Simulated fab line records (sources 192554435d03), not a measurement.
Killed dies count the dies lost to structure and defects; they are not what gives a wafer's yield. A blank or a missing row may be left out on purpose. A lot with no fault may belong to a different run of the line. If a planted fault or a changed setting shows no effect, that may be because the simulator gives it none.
Problem report in the 8D (eight disciplines) form, filled by code | flow n5-finfet | the parts of the form that need people (team, actions taken, sign-off) are left out

## 1. THE ISSUE
beam-energy-keV at N5_MOL_CONTACT_COAG_IMPLANT_129 reads a mean of 7.7912 on 6 wafers of 2 lots; wafers without a fault read 3.0002 with a standard deviation of 0.00084. That is +99 or more standard deviations from the usual mean.
First observed at day 8 03:40: wafer L319.1, on implanter-01. At this step, 18 wafers from 6 lots have a number in the record. Rule for "out" (also "out of limits"): further than 4 standard deviations from the usual mean. The rest of the wafers with a number are treated as sound.

## 2. WHAT THIS IS AND IS NOT
question                    | is                                         | is not
which readings at this step | beam-energy-keV, end-station-pressure-torr | -
which lots                  | L319, L323                                 | L306, L309, L327, L328
which wafers of those lots  | all that have a number                     | -
read on which tools         | implanter-01                               | implanter-02
when                        | from day 8 03:40                           | up to then (6 sound wafers); but 6 sound wafers of L327, L328 came after

## 3. SUSPECTS, AND WHAT RULES EACH OUT
Counting: a tool stays on the suspect list if, at a process step up to the reading, it processed all lots that are out and no sound lot following the first of them.
- rie-diel-01 at N5_MOL_CONTACT_COAG_ETCH_59 (etches underlayer in N2/H2, target depth 13 nm, time 10.4 s): ruled out as a lasting fault. The sound lots L327 went through it after L319, its earliest lot that is out (day 8 03:16).
- rie-diel-01 at N5_MOL_CONTACT_COAG_ETCH_106 (etches SOC in N2/H2, target depth 80 nm, overetch 16 nm, time 120 s): ruled out as a lasting fault. The sound lots L327 went through it after L319, its earliest lot that is out (day 8 03:19).
- rie-diel-01 at N5_MOL_CONTACT_COAG_CONTACT_ETCH_14 (etches SiO2 in C4F6/O2, target depth 27.5 nm, overetch 8.5 nm, time 20 s): ruled out as a lasting fault. The sound lots L327 went through it after L319, its earliest lot that is out (day 8 03:25).
- rie-diel-01 at N5_MOL_CONTACT_COAG_ETCH_15 (etches SiNx in CH3F/O2, stops on Si:P, target depth 7 nm): ruled out as a lasting fault. The sound lots L327 went through it after L319, its earliest lot that is out (day 8 03:27).
- rie-diel-01 at N5_MOL_CONTACT_COAG_ETCH_110 (etches Si in CF4/O2, target depth 2.5 nm, time 8 s): ruled out as a lasting fault. The sound lots L327 went through it after L319, its earliest lot that is out (day 8 03:31).
- implanter-01 at N5_MOL_CONTACT_COAG_IMPLANT_129: kept. It ran every lot that is out, first L319 (day 8 03:40), and no sound lot after that; its last sound lot up to then is L309 (day 5 16:59). Its own readings are out on those wafers: beam-energy-keV, end-station-pressure-torr.
The count leaves implanter-01 at N5_MOL_CONTACT_COAG_IMPLANT_129.

## 4. THE CAUSE (what the simulator had put in)
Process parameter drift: implanter-01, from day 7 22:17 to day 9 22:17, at N5_MOL_CONTACT_COAG_IMPLANT_129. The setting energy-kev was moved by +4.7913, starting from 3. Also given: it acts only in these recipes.
This tool alone remained once counting was done.

## 5. SEQUENCE OF EFFECTS, ordered by route
One row per reading whose mean, taken over the struck wafers that have a number, lies over 3 standard deviations from the usual. Only readings for which the record gives a usual standard deviation are gone through. hours: the time from each lot's start at the first step in this table that gives one to its start at this step, as a median over the lots. sigmas: the change in usual standard deviations.
hours | step                            | reading                   | usual        | on struck wafers | change   | sigmas
0     | N5_MOL_CONTACT_COAG_IMPLANT_129 | beam-energy-keV           | 3.0002       | 7.7912           | +4.7910  | +99 or more
0     | N5_MOL_CONTACT_COAG_IMPLANT_129 | end-station-pressure-torr | 5.8e-06 Torr | 1.1e-05          | +5.0e-06 | +16
Here are the process steps it includes:
- N5_MOL_CONTACT_COAG_IMPLANT_129
Later steps that measure or inspect, where all struck wafers having a row at the step show a number for every such reading and not one has moved that far: N5_BEOL_M4_RC_MEAS_101.

## 6. WHAT WOULD HAVE CAUGHT IT SOONER
In this record the first reading out of limits was taken at day 8 03:40, 5 hours after the fault began at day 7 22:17.
